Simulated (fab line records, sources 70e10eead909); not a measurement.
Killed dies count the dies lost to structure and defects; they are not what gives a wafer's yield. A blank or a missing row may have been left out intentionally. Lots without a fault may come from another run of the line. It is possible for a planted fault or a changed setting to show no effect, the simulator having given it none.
Code-filled problem report in 8D (eight disciplines) form ; flow nandHarc ; the parts of the form that need people (team, actions taken, sign-off) are left out

1. WHAT IS WRONG
Wafers with no fault read 3.4 with a standard deviation of 2.3, whereas killedAtPeriphery at NHARC_END_SORT_01 reads a mean of 37.0 on 1 wafer of 1 lot. Relative to the usual mean, that is a shift of +15 standard deviations.
Earliest sighting: wafer L286.3 on prober-02 at day 21 09:51. The record has a number at this step for 9 wafers belonging to 3 lots. By rule, "out" or "out of limits" means more than 4 standard deviations away from the usual mean. The rest of the wafers with a number are treated as sound.

2. WHAT IT IS, AND WHAT IT ISN'T
question;is;is not
which readings at this step;killedAtPeriphery;killedAtArray, killedAtOther, killedOpen, killedShort
which lots;L286;L280, L284
which wafers of those lots;L286.3;L286.2, L286.4
read on which gauges;prober-02;prober-01
when;from day 21 09:51;"up to then (7 sound wafers); but 1 sound wafer of L286 came after"

3. WHAT RULES OUT EACH SUSPECT
Counting: if a tool at a process step up to the reading ran every lot that is out, it stays a suspect. Sound lots after the first of them don't rule it out here, since some wafers of a struck lot are sound.
- the gauge at NHARC_END_SORT_01: kept. All the wafers that are out were read on prober-02, and no step on other tools shows them out.
- rieSi-02 at NHARC_P_GATE_ETCH_32 (etches the open film in HBr/Cl2, target depth 150 nm, time 100.1 s): kept. The lot that is out, L286, ran on it at day 6 22:58; the last sound lot it ran before that was L280, at day 5 18:17.
- pvdSputter-03 at NHARC_P_GATE_DEGAS_109 (time 60 s): kept. The lot that is out, L286, ran on it at day 7 15:55; the last sound lot it ran before that was L284, at day 7 05:32.
- rtpAnneal-01 at NHARC_P_GATE_RTA_82 (time 30 s): kept. It ran the lot that is out, L286 (day 7 16:46).
- pecvd-01 at NHARC_P_CONTACT_DEP_00 (deposits SiO2, target thk 500 nm): kept. The lot that is out, L286, ran on it at day 21 09:03; the last sound lot it ran before that was L284, at day 20 19:17. With no start given for some of its lots, NHARC_P_CONTACT_DEP_00 uses the hours and lot order of NHARC_END_SORT_01.
- Within rieSi-02 at NHARC_P_GATE_ETCH_32: the wafers that are out ran in chamber 3; their sound lot-mates ran in chambers 0, 1.
- Within pecvd-01 at NHARC_P_CONTACT_DEP_00: the wafers that are out ran in chamber 1; their sound lot-mates ran in chambers 0, 2.
Left after counting: rieSi-02 at NHARC_P_GATE_ETCH_32, pvdSputter-03 at NHARC_P_GATE_DEGAS_109, rtpAnneal-01 at NHARC_P_GATE_RTA_82, pecvd-01 at NHARC_P_CONTACT_DEP_00, prober-02 at NHARC_END_SORT_01.

4. THE CAUSE (what the simulator had put in)
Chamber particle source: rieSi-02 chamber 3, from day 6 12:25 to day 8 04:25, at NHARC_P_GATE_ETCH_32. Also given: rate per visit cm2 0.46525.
Counting leaves 5 suspects; this tool is one of them.

5. SEQUENCE OF EFFECTS, ordered by route
One row per reading whose mean, taken over the struck wafers that have a number, lies over 3 standard deviations from the usual. Readings are gone through only where the record gives a usual standard deviation; hours: the median, over the lots, of the time from a lot's start at the first step in this table giving one to that lot's start at this step; sigmas: the change measured in usual standard deviations.
hours;step;reading;usual;on struck wafers;change;sigmas
0;NHARC_P_GATE_INSPECT_68;rawDefectCount;183;419;+236;+3.6
329;NHARC_END_SORT_01;killedAtPeriphery;3.4;37.0;+33.6;+15
329;NHARC_END_SORT_01;killedDies;28;55;+27;+3.4

6. WHAT WOULD HAVE CAUGHT IT SOONER
Counted from the fault's start at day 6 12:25, it took 357 hours until the first out-of-limits reading at a measuring or inspecting step in this record, taken at day 21 09:51.
Of the tool readings at NHARC_P_GATE_ETCH_32 for which the record gives a usual standard deviation, none was out on any struck wafer, so an alarm limit of 4 standard deviations on them would not have fired.
Lots out: 1; all had begun NHARC_P_GATE_ETCH_32 on rieSi-02 by day 21 09:51. Had the tool been put on hold then, not one of them would have been saved.
